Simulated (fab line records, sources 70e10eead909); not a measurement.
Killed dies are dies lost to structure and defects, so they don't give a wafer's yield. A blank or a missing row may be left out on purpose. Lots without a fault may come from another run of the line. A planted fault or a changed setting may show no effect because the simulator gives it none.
Chamber matching | flow nand_harc | NHARC_A_BONDPAD_ETCH_12 on rie_diel-03: 4 sister chambers
The step etches the open film in CHF3/O2, target depth 220 nm, time 110 s. 4 wafers are shown with their chamber, then 9 later ones without.

WAFERS WITH THEIR CHAMBER
wafer  | chamber | drypump_motor_current_A (A)
L485.6 | 3       | 5.2
L490.5 | 0       | 6.6
L489.5 | 2       | 5.0
L489.6 | 1       | 4.8

WAFERS WITHOUT THEIR CHAMBER
wafer  | drypump_motor_current_A (A)
L488.1 | 5.0
L488.3 | 4.8
L488.6 | 6.5
L492.1 | 4.8
L492.2 | 5.1
L492.6 | 6.6
L496.1 | 5.0
L496.3 | 4.8
L496.4 | 6.6

WHICH CHAMBER EACH WENT THROUGH
wafer  | from the rows above     | in truth
L488.1 | 2                       | 2
L488.3 | 1                       | 1
L488.6 | 0                       | 0
L492.1 | 1                       | 1
L492.2 | can't be placed: 2 or 3 | 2
L492.6 | 0                       | 0
L496.1 | 2                       | 2
L496.3 | 1                       | 1
L496.4 | 0                       | 0
Placed correctly: 8 of 9. Can't be placed from these rows: 1 (the true chamber is among the candidates in 1). Placed wrongly: 0.
How it was worked out, from the rows above alone: a wafer's distance from a chamber is the root of the sum, over the readings, of the square of ((its reading less the chamber's mean) divided by the reading's scatter). The wafer belongs to the nearest chamber; if the next one is less than 2 further off, it can't be placed. A chamber's mean is the mean of its shown wafers. The scatter: with one shown wafer a chamber, the root of the mean of the squares of how far each hidden wafer lies from its nearest shown one.
